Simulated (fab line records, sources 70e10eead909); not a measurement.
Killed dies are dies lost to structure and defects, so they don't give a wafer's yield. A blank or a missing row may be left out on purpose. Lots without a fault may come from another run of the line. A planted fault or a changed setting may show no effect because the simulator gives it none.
Chamber matching | flow nand_harc | NHARC_A_DECK1_JOINT_ETCHBACK_00 on rie_si-05: 4 sister chambers
The step etches the open film in HBr, target depth 30 nm, time 17.4 s. 8 wafers are shown with their chamber, then 7 later ones without.

WAFERS WITH THEIR CHAMBER
wafer  | chamber | drypump_motor_current_A (A) | rf_fwd_power_W (W)
L834.6 | 2       | 6.0                         | 344.1
L835.6 | 2       | 6.1                         | 344.0
L840.4 | 0       | 6.0                         | 345.7
L840.6 | 3       | 6.7                         | 340.8
L844.2 | 3       | 6.6                         | 340.7
L844.5 | 1       | 5.3                         | 343.6
L846.1 | 0       | 6.0                         | 345.2
L846.2 | 1       | 5.3                         | 344.5

WAFERS WITHOUT THEIR CHAMBER
wafer  | drypump_motor_current_A (A) | rf_fwd_power_W (W)
L846.3 | 6.1                         | 343.0
L851.2 | 6.0                         | 342.8
L851.3 | 5.4                         | 341.6
L851.5 | 6.0                         | 343.2
L853.1 | 6.0                         | 344.3
L853.4 | 6.7                         | 342.6
L853.5 | 5.3                         | 343.4

WHICH CHAMBER EACH WENT THROUGH
wafer  | from the rows above     | in truth
L846.3 | 2                       | 2
L851.2 | 2                       | 2
L851.3 | 1                       | 1
L851.5 | 2                       | 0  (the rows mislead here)
L853.1 | can't be placed: 2 or 0 | 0
L853.4 | 3                       | 3
L853.5 | 1                       | 1
Placed correctly: 5 of 7. Can't be placed from these rows: 1 (the true chamber is among the candidates in 1). Placed wrongly: 1.
How it was worked out, from the rows above alone: a wafer's distance from a chamber is the root of the sum, over the readings, of the square of ((its reading less the chamber's mean) divided by the reading's scatter). The wafer belongs to the nearest chamber; if the next one is less than 2 further off, it can't be placed. A chamber's mean is the mean of its shown wafers. The scatter: the root of (the sum of the squares of (reading less its chamber's mean) over the shown wafers, divided by (wafers less chambers)).
